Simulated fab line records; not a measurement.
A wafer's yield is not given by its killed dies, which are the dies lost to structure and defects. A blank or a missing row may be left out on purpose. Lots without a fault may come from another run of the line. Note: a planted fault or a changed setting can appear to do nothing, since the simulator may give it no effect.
Which of the tools did it? | flow n5 finfet | Sampling: 23 lots, 69 wafers, 6 of 1938 route steps

WHAT EACH GAUGE READ, for each wafer
No reading from a measuring or inspecting step in the record can be judged against a usual standard deviation.

WHICH TOOL RAN EACH LOT (tool, then ch and the chambers of the sampled wafers, then the start)
lot  | N5_ILD0_LINER_00                 | N5_DUMMY_REMOVAL_HM_STRIP_01      | N5_HKMG_FIN_HK_ANNEAL_02        | N5_HKMG_FIN_DESCUM_53             | N5_HKMG_FIN_W_FILL_22        | N5_GATE_CUT_ETCHBACK_00
L074 | ald sin-04 ch 0,3, day 3 11:15   | rie diel-05 ch 1,3, day 3 22:17   | rtp anneal-01 ch 0, day 3 23:01 | rie diel-01 ch 1,2, day 3 23:53   | cvd w-02 ch 0, day 4 07:07   | rie metal-01 ch 0,1, day 4 07:58
L075 | ald sin-03 ch 0,1,2, day 3 21:53 | rie diel-05 ch 1,2,3, day 4 09:43 | rtp anneal-02 ch 0, day 4 10:43 | rie diel-01 ch 0,1,2, day 4 11:35 | cvd w-01 ch 0,1, day 4 19:02 | rie metal-01 ch 0,1, day 4 19:53
L076 | ald sin-02 ch 0,2, day 3 22:14   | rie diel-04 ch 0,1,3, day 4 12:37 | rtp anneal-02 ch 0, day 4 13:21 | rie diel-01 ch 2,3, day 4 14:22   | cvd w-02 ch 0,1, day 4 22:05 | rie metal-01 ch 0,1, day 4 22:56
L077 | ald sin-04 ch 0,1,2, day 4 03:05 | rie diel-03 ch 1,2,3, day 4 13:53 | rtp anneal-01 ch 0, day 4 14:40 | rie diel-01 ch 1,2,3, day 4 15:41 | cvd w-02 ch 0,1, day 4 23:45 | rie metal-01 ch 0,1, day 5 00:37
L078 | ald sin-04 ch 0,2, day 4 10:45   | rie diel-03 ch 0,1, day 4 23:01   | rtp anneal-02 ch 0, day 4 23:47 | rie diel-06 ch 1,2, day 5 00:40   | cvd w-01 ch 0,1, day 5 07:53 | rie metal-03 ch 0,1, day 5 08:44
L079 | ald sin-02 ch 0,1,2, day 4 18:39 | rie diel-04 ch 0,2,3, day 5 05:28 | rtp anneal-02 ch 0, day 5 06:24 | rie diel-01 ch 0,2,3, day 5 07:15 | cvd w-02 ch 0,1, day 5 14:16 | rie metal-01 ch 0,1, day 5 15:08
L080 | ald sin-04 ch 1,2, day 5 01:26   | rie diel-04 ch 0,1,2, day 5 12:13 | rtp anneal-02 ch 0, day 5 12:59 | rie diel-01 ch 1,3, day 5 13:44   | cvd w-01 ch 0,1, day 5 20:52 | rie metal-03 ch 0,1, day 5 21:43
L081 | ald sin-03 ch 0,1,2, day 5 06:10 | rie diel-04 ch 0,3, day 5 18:08   | rtp anneal-02 ch 0, day 5 18:53 | rie diel-06 ch 0,2,3, day 5 19:53 | cvd w-01 ch 0,1, day 6 03:19 | rie metal-01 ch 0,1, day 6 04:10
L082 | ald sin-02 ch 1,2,3, day 5 12:02 | rie diel-04 ch 0,1,3, day 5 22:58 | rtp anneal-02 ch 0, day 5 23:42 | rie diel-02 ch 0,3, day 6 00:26   | cvd w-01 ch 0,1, day 6 07:28 | rie metal-01 ch 0,1, day 6 08:20
L083 | ald sin-04 ch 0,2,3, day 5 18:37 | rie diel-05 ch 2,3, day 6 06:31   | rtp anneal-01 ch 0, day 6 07:22 | rie diel-02 ch 0,1, day 6 08:03   | cvd w-01 ch 0,1, day 6 15:16 | rie metal-03 ch 0,1, day 6 16:07
L084 | ald sin-04 ch 0,1,3, day 6 05:22 | rie diel-05 ch 0,1,3, day 6 16:43 | rtp anneal-01 ch 0, day 6 17:33 | rie diel-02 ch 0,2,3, day 6 18:23 | cvd w-01 ch 0,1, day 7 01:20 | rie metal-01 ch 0,1, day 7 02:11
L085 | ald sin-03 ch 0,1,3, day 6 06:17 | rie diel-05 ch 0,2, day 6 17:16   | rtp anneal-01 ch 0, day 6 18:07 | rie diel-06 ch 1,2,3, day 6 18:56 | cvd w-02 ch 0,1, day 7 02:05 | rie metal-03 ch 0,1, day 7 02:56
L086 | ald sin-03 ch 0,1,2, day 6 11:07 | rie diel-04 ch 0,2, day 6 21:43   | rtp anneal-01 ch 0, day 6 22:34 | rie diel-06 ch 0,2,3, day 6 23:14 | cvd w-02 ch 0,1, day 7 06:16 | rie metal-01 ch 0,1, day 7 07:10
L087 | ald sin-02 ch 0,1,3, day 6 18:29 | rie diel-03 ch 0,1,2, day 7 05:13 | rtp anneal-02 ch 0, day 7 06:09 | rie diel-01 ch 1,3, day 7 07:00   | cvd w-02 ch 0,1, day 7 13:58 | rie metal-01 ch 0,1, day 7 14:49
L088 | ald sin-03 ch 0,1,2, day 6 23:13 | rie diel-05 ch 0,1,2, day 7 09:55 | rtp anneal-01 ch 0, day 7 10:43 | rie diel-06 ch 0,2,3, day 7 11:51 | cvd w-01 ch 0,1, day 7 18:49 | rie metal-03 ch 0,1, day 7 19:41
L089 | ald sin-02 ch 0,1,2, day 7 06:28 | rie diel-04 ch 0,1,3, day 7 17:10 | rtp anneal-02 ch 0, day 7 17:54 | rie diel-06 ch 0,2,3, day 7 18:44 | cvd w-02 ch 0,1, day 8 01:51 | rie metal-02 ch 0,1, day 8 02:42
L090 | ald sin-02 ch 0,3, day 7 10:30   | rie diel-05 ch 0,1,3, day 7 21:15 | rtp anneal-01 ch 0, day 7 22:07 | rie diel-06 ch 0,1,2, day 7 22:49 | cvd w-01 ch 0,1, day 8 05:53 | rie metal-02 ch 0,1, day 8 06:44
L091 | ald sin-03 ch 0,3, day 7 20:14   | rie diel-05 ch 0,1,3, day 8 07:08 | rtp anneal-02 ch 0, day 8 07:52 | rie diel-06 ch 1,3, day 8 08:45   | cvd w-01 ch 0,1, day 8 15:44 | rie metal-01 ch 0, day 8 16:35
L092 | ald sin-03 ch 1,3, day 7 21:57   | rie diel-05 ch 1,2,3, day 8 08:52 | rtp anneal-01 ch 0, day 8 09:49 | rie diel-06 ch 1,2,3, day 8 10:40 | cvd w-02 ch 0,1, day 8 18:04 | rie metal-02 ch 0,1, day 8 18:55
L094 | ald sin-03 ch 2,3, day 8 15:33   | rie diel-05 ch 0,1,3, day 9 02:33 | rtp anneal-02 ch 0, day 9 03:20 | rie diel-06 ch 0,2,3, day 9 04:09 | cvd w-02 ch 0,1, day 9 11:17 | rie metal-01 ch 0,1, day 9 12:08
L095 | ald sin-03 ch 0,1,2, day 8 15:56 | rie diel-03 ch 0,2,3, day 9 03:04 | rtp anneal-01 ch 0, day 9 03:58 | rie diel-01 ch 0,2,3, day 9 04:48 | cvd w-01 ch 0,1, day 9 12:29 | rie metal-03 ch 1, day 9 13:20
L096 | ald sin-04 ch 2,3, day 8 22:49   | rie diel-05 ch 0,1, day 9 09:32   | rtp anneal-01 ch 0, day 9 10:17 | rie diel-06 ch 0,2, day 9 11:16   | cvd w-02 ch 0,1, day 9 18:37 | rie metal-03 ch 0,1, day 9 19:28
L097 | ald sin-04 ch 0,2,3, day 9 03:03 | rie diel-04 ch 0,1,3, day 9 15:10 | rtp anneal-02 ch 0, day 9 15:59 | rie diel-01 ch 0,2,3, day 9 16:41 | cvd w-02 ch 0, day 9 23:59   | rie metal-02 ch 0,1, day 10 00:51
- N5_ILD0_LINER_00: material SiNx, target thk 4 nm, pulse time 1 s, purge time 2 s.
- N5_DUMMY_REMOVAL_HM_STRIP_01: strips SiNx in CH3F/O2, stops on poly-Si, target depth 4 nm, time 6.8 s.
- N5_HKMG_FIN_HK_ANNEAL_02: time 30 s.
- N5_HKMG_FIN_DESCUM_53: chemistry O2, time 7.9 s.
- N5_HKMG_FIN_W_FILL_22: material W, target thk 60 nm, time 18.2 s.
- N5_GATE_CUT_ETCHBACK_00: etches W in SF6/Cl2.

WHAT THE TOOLS THEMSELVES READ (means of the sampled wafers that have a number; where no wafer has one, the mark that the record gives instead)
N5_ILD0_LINER_00. Usual: heater power w 842 W, standard deviation 140; precursor pulse height rel 1.003, standard deviation 0.019.
lot  | tool       | heater power w (W) | precursor pulse height rel | flag
L074 | ald sin-04 | 783                | 1.005                      |
L075 | ald sin-03 | 960                | 0.998                      |
L076 | ald sin-02 | 791                | 1.003                      |
L077 | ald sin-04 | 747                | 1.002                      |
L078 | ald sin-04 | 772                | 1.016                      |
L079 | ald sin-02 | 845                | 1.009                      |
L080 | ald sin-04 | 699                | 1.006                      |
L081 | ald sin-03 | 926                | 1.002                      |
L082 | ald sin-02 | 863                | 1.012                      |
L083 | ald sin-04 | 761                | 0.984                      |
L084 | ald sin-04 | 768                | 1.007                      |
L085 | ald sin-03 | 918                | 0.994                      |
L086 | ald sin-03 | 920                | 0.990                      |
L087 | ald sin-02 | 877                | 1.004                      |
L088 | ald sin-03 | 929                | 1.011                      |
L089 | ald sin-02 | 851                | 1.000                      |
L090 | ald sin-02 | 846                | 1.016                      |
L091 | ald sin-03 | 813                | 0.993                      |
L092 | ald sin-03 | 1056               | 1.014                      |
L094 | ald sin-03 | 912                | 0.994                      |
L095 | ald sin-03 | 922                | 0.993                      |
L096 | ald sin-04 | 747                | 1.004                      |
L097 | ald sin-04 | 761                | 0.996                      |

N5_DUMMY_REMOVAL_HM_STRIP_01. Usual: O2_flow_sccm 20.00 sccm, standard deviation 0.066; chamber pressure mTorr 29.999 mTorr, standard deviation 0.029; drypump motor current A 5.83 A, standard deviation 0.22; oes product au 0.62 a.u., standard deviation 0.054; rf vpp V 127.1 V, standard deviation 1; showerhead plenum p Torr 1.98 Torr, standard deviation 0.07; throttle valve pct 16.47 %, standard deviation 0.18.
lot  | tool        | O2_flow_sccm (sccm) | chamber pressure mTorr (mTorr) | drypump motor current A (A) | oes product au (a.u.) | rf vpp V (V) | showerhead plenum p Torr (Torr) | throttle valve pct (%) | flag
L074 | rie diel-05 | 20.02               | 30.018                         | 5.89                        | 0.61                  | 126.9        | 1.96                            | 16.48                  |
L075 | rie diel-05 | 20.03               | 30.032                         | 5.82                        | 0.65                  | 127.7        | 2.02                            | 16.44                  |
L076 | rie diel-04 | 19.94               | 29.992                         | 5.92                        | 0.65                  | 126.7        | 1.97                            | 16.32                  |
L077 | rie diel-03 | 19.88               | 30.002                         | 5.69                        | 0.61                  | 127.1        | 1.97                            | 16.41                  |
L078 | rie diel-03 | 19.98               | 30.014                         | 6.05                        | 0.61                  | 127.4        | 1.97                            | 16.48                  |
L079 | rie diel-04 | 20.02               | 29.980                         | 5.77                        | 0.60                  | 126.6        | 1.94                            | 16.48                  |
L080 | rie diel-04 | 19.98               | 30.001                         | 5.71                        | 0.63                  | 126.2        | 1.92                            | 16.28                  |
L081 | rie diel-04 | 20.07               | 29.988                         | 5.99                        | 0.61                  | 127.1        | 1.97                            | 16.55                  |
L082 | rie diel-04 | 20.01               | 29.992                         | 5.92                        | 0.64                  | 126.7        | 1.96                            | 16.35                  |
L083 | rie diel-05 | 20.04               | 30.001                         | 5.88                        | 0.68                  | 127.6        | 2.07                            | 16.46                  |
L084 | rie diel-05 | 20.04               | 29.997                         | 5.83                        | 0.58                  | 126.5        | 1.97                            | 16.59                  |
L085 | rie diel-05 | 20.06               | 29.996                         | 5.81                        | 0.62                  | 126.9        | 2.03                            | 16.64                  |
L086 | rie diel-04 | 20.03               | 30.007                         | 5.57                        | 0.59                  | 126.5        | 1.91                            | 16.44                  |
L087 | rie diel-03 | 20.02               | 29.990                         | 5.86                        | 0.61                  | 127.1        | 2.00                            | 16.46                  |
L088 | rie diel-05 | 20.06               | 30.006                         | 5.77                        | 0.61                  | 127.9        | 2.03                            | 16.55                  |
L089 | rie diel-04 | 20.01               | 30.038                         | 5.94                        | 0.63                  | 127.0        | 1.96                            | 16.38                  |
L090 | rie diel-05 | 20.00               | 30.019                         | 5.83                        | 0.58                  | 127.4        | 1.96                            | 16.59                  |
L091 | rie diel-05 | 20.02               | 29.972                         | 5.83                        | 0.58                  | 126.4        | 1.96                            | 16.60                  |
L092 | rie diel-05 | 19.97               | 30.010                         | 5.83                        | 0.62                  | 127.0        | 2.02                            | 16.50                  |
L094 | rie diel-05 | 20.01               | 29.998                         | 5.84                        | 0.57                  | 128.0        | 1.96                            | 16.60                  |
L095 | rie diel-03 | 19.97               | 29.987                         | 5.91                        | 0.67                  | 128.5        | 2.07                            | 16.35                  |
L096 | rie diel-05 | 20.02               | 29.988                         | 5.77                        | 0.56                  | 127.3        | 1.97                            | 16.68                  |
L097 | rie diel-04 | 20.02               | 29.978                         | 5.90                        | 0.62                  | 127.5        | 1.95                            | 16.41                  |

N5_HKMG_FIN_HK_ANNEAL_02. Usual: lamp power pct 8.80 %, standard deviation 0.054; wafer_temp_C_max 702.9, standard deviation 0.64.
lot  | tool          | lamp power pct (%) | wafer_temp_C_max | flag
L074 | rtp anneal-01 | 8.74               | 702.6            |
L075 | rtp anneal-02 | 8.78               | 702.6            |
L076 | rtp anneal-02 | 8.80               | 702.6            |
L077 | rtp anneal-01 | 8.86               | 702.7            |
L078 | rtp anneal-02 | 8.80               | 702.7            |
L079 | rtp anneal-02 | 8.80               | 703.0            |
L080 | rtp anneal-02 | 8.81               | 702.8            |
L081 | rtp anneal-02 | 8.79               | 702.6            |
L082 | rtp anneal-02 | 8.77               | 703.3            |
L083 | rtp anneal-01 | 8.77               | 703.1            |
L084 | rtp anneal-01 | 8.80               | 703.0            |
L085 | rtp anneal-01 | 8.82               | 703.2            |
L086 | rtp anneal-01 | 8.81               | 702.8            |
L087 | rtp anneal-02 | 8.81               | 703.3            |
L088 | rtp anneal-01 | 8.75               | 702.5            |
L089 | rtp anneal-02 | 8.80               | 703.4            |
L090 | rtp anneal-01 | 8.80               | 703.2            |
L091 | rtp anneal-02 | 8.80               | 702.2            |
L092 | rtp anneal-01 | 8.83               | 703.5            |
L094 | rtp anneal-02 | 8.79               | 703.0            |
L095 | rtp anneal-01 | 8.80               | 702.9            |
L096 | rtp anneal-01 | 8.85               | 702.7            |
L097 | rtp anneal-02 | 8.82               | 702.9            |

N5_HKMG_FIN_DESCUM_53. Usual: chamber pressure mTorr 20.002 mTorr, standard deviation 0.017; drypump motor current A 5.6 A, standard deviation 0.49; oes product au 0.82 a.u., standard deviation 0.098; rf vpp V 243.2 V, standard deviation 1.4; showerhead plenum p Torr 2.09 Torr, standard deviation 0.075; throttle valve pct 20.4 %, standard deviation 0.31.
lot  | tool        | chamber pressure mTorr (mTorr) | drypump motor current A (A) | oes product au (a.u.) | rf vpp V (V) | showerhead plenum p Torr (Torr) | throttle valve pct (%) | flag
L074 | rie diel-01 | 20.001                         | 5.4                         | 0.74                  | 243.0        | 2.08                            | 20.8                   |
L075 | rie diel-01 | 19.986                         | 5.3                         | 0.74                  | 242.3        | 2.08                            | 20.5                   |
L076 | rie diel-01 | 20.014                         | 5.7                         | 0.88                  | 243.2        | 2.07                            | 20.3                   |
L077 | rie diel-01 | 19.993                         | 5.5                         | 0.81                  | 242.9        | 2.07                            | 20.5                   |
L078 | rie diel-06 | 20.008                         | 6.0                         | 0.69                  | 243.1        | 2.10                            | 20.6                   |
L079 | rie diel-01 | 19.997                         | 5.4                         | 0.80                  | 243.5        | 2.08                            | 20.3                   |
L080 | rie diel-01 | 20.022                         | 5.2                         | 0.81                  | 241.9        | 2.03                            | 20.7                   |
L081 | rie diel-06 | 20.009                         | 5.6                         | 0.81                  | 244.6        | 2.14                            | 20.5                   |
L082 | rie diel-02 | 19.988                         | 5.7                         | 0.85                  | 244.5        | 2.18                            | 20.4                   |
L083 | rie diel-02 | 19.997                         | 5.8                         | 0.89                  | 244.4        | 2.17                            | 20.4                   |
L084 | rie diel-02 | 20.012                         | 5.8                         | 0.85                  | 244.3        | 2.14                            | 20.4                   |
L085 | rie diel-06 | 20.005                         | 5.8                         | 0.85                  | 243.4        | 2.08                            | 20.5                   |
L086 | rie diel-06 | 19.996                         | 5.6                         | 0.80                  | 243.5        | 2.14                            | 20.5                   |
L087 | rie diel-01 | 20.000                         | 5.1                         | 0.79                  | 241.9        | 2.03                            | 20.8                   |
L088 | rie diel-06 | 19.997                         | 5.7                         | 0.80                  | 244.9        | 2.14                            | 20.5                   |
L089 | rie diel-06 | 19.998                         | 5.6                         | 0.81                  | 243.8        | 2.14                            | 20.5                   |
L090 | rie diel-06 | 20.019                         | 5.8                         | 0.84                  | 243.5        | 2.15                            | 20.4                   |
L091 | rie diel-06 | 20.013                         | 5.8                         | 0.85                  | 241.2        | 2.03                            | 20.4                   |
L092 | rie diel-06 | 20.008                         | 5.8                         | 0.83                  | 242.8        | 2.08                            | 20.5                   |
L094 | rie diel-06 | 19.997                         | 5.6                         | 0.78                  | 243.6        | 2.13                            | 20.6                   |
L095 | rie diel-01 | 19.985                         | 5.4                         | 0.84                  | 242.8        | 2.07                            | 20.2                   |
L096 | rie diel-06 | 19.999                         | 5.6                         | 0.75                  | 244.5        | 2.18                            | 20.7                   |
L097 | rie diel-01 | 20.011                         | 5.4                         | 0.84                  | 242.5        | 2.07                            | 20.2                   |

N5_HKMG_FIN_W_FILL_22. Usual: heater power w 852 W, standard deviation 70; throttle valve pct 19.1 %, standard deviation 1.4.
lot  | tool     | heater power w (W) | throttle valve pct (%) | flag
L074 | cvd w-02 | 904                | 18.1                   |
L075 | cvd w-01 | 777                | 20.5                   |
L076 | cvd w-02 | 887                | 17.7                   |
L077 | cvd w-02 | 919                | 17.8                   |
L078 | cvd w-01 | 770                | 20.7                   |
L079 | cvd w-02 | 901                | 17.7                   |
L080 | cvd w-01 | 808                | 20.0                   |
L081 | cvd w-01 | 797                | 19.9                   |
L082 | cvd w-01 | 772                | 20.8                   |
L083 | cvd w-01 | 809                | 20.2                   |
L084 | cvd w-01 | 803                | 20.2                   |
L085 | cvd w-02 | 899                | 18.1                   |
L086 | cvd w-02 | 909                | 17.7                   |
L087 | cvd w-02 | 921                | 17.9                   |
L088 | cvd w-01 | 797                | 20.1                   |
L089 | cvd w-02 | 910                | 18.1                   |
L090 | cvd w-01 | 780                | 20.6                   |
L091 | cvd w-01 | 801                | 20.2                   |
L092 | cvd w-02 | 907                | 18.0                   |
L094 | cvd w-02 | 905                | 18.2                   |
L095 | cvd w-01 | 769                | 20.9                   |
L096 | cvd w-02 | 915                | 17.8                   |
L097 | cvd w-02 | 902                | 18.3                   |

N5_GATE_CUT_ETCHBACK_00. Usual: chamber pressure mTorr 8.000 mTorr, standard deviation 0.0073; drypump motor current A 5.5 A, standard deviation 0.53; oes product au 0.83 a.u., standard deviation 0.097; throttle valve pct 27.6 %, standard deviation 0.34.
lot  | tool         | chamber pressure mTorr (mTorr) | drypump motor current A (A) | oes product au (a.u.) | throttle valve pct (%) | flag
L074 | rie metal-01 | 7.997                          | 5.6                         | 0.88                  | 27.7                   |
L075 | rie metal-01 | 7.999                          | 5.6                         | 0.87                  | 27.7                   |
L076 | rie metal-01 | 8.000                          | 5.6                         | 0.87                  | 27.7                   |
L077 | rie metal-01 | 8.001                          | 5.6                         | 0.87                  | 27.7                   |
L078 | rie metal-03 | 8.002                          | 5.3                         | 0.90                  | 27.2                   |
L079 | rie metal-01 | 7.994                          | 5.6                         | 0.86                  | 27.7                   |
L080 | rie metal-03 | 7.993                          | 5.3                         | 0.90                  | 27.2                   |
L081 | rie metal-01 | 7.993                          | 5.6                         | 0.84                  | 27.7                   |
L082 | rie metal-01 | 7.994                          | 5.4                         | 0.88                  | 27.7                   |
L083 | rie metal-03 | 8.002                          | 5.3                         | 0.90                  | 27.2                   |
L084 | rie metal-01 | 7.997                          | 5.6                         | 0.84                  | 27.7                   |
L085 | rie metal-03 | 8.000                          | 5.9                         | 0.87                  | 27.0                   |
L086 | rie metal-01 | 7.995                          | 5.6                         | 0.84                  | 27.7                   |
L087 | rie metal-01 | 8.008                          | 5.6                         | 0.84                  | 27.7                   |
L088 | rie metal-03 | 7.996                          | 5.3                         | 0.88                  | 27.2                   |
L089 | rie metal-02 | 8.005                          | 5.4                         | 0.64                  | 27.9                   |
L090 | rie metal-02 | 7.996                          | 5.5                         | 0.64                  | 27.9                   |
L091 | rie metal-01 | 7.999                          | 5.9                         | 0.79                  | 27.8                   |
L092 | rie metal-02 | 7.995                          | 5.5                         | 0.64                  | 27.9                   |
L094 | rie metal-01 | 8.002                          | 5.4                         | 0.85                  | 27.7                   |
L095 | rie metal-03 | 7.999                          | 4.8                         | 0.87                  | 27.4                   |
L096 | rie metal-03 | 8.001                          | 5.9                         | 0.86                  | 27.0                   |
L097 | rie metal-02 | 8.005                          | 5.5                         | 0.62                  | 27.8                   |

THE ANSWER, worked out from the rows above alone
Rule: a lot is off if the mean of its wafers that have a number lies more than 3 standard deviations from the usual mean. Also off: a lot with no number at a reading for which 4 or more lots have one. Any other lot the step has rows for is counted as sound. After the gauges, taken in route order, come the tools' own readings; for these a lot's mean is taken, as printed above. At the first step where some lot is off, the reading lying furthest off is the one used; lots without a number count as furthest.
Nothing can be told from this: no lot is off at any reading shown.

WHAT THE SIMULATOR HAD PUT IN
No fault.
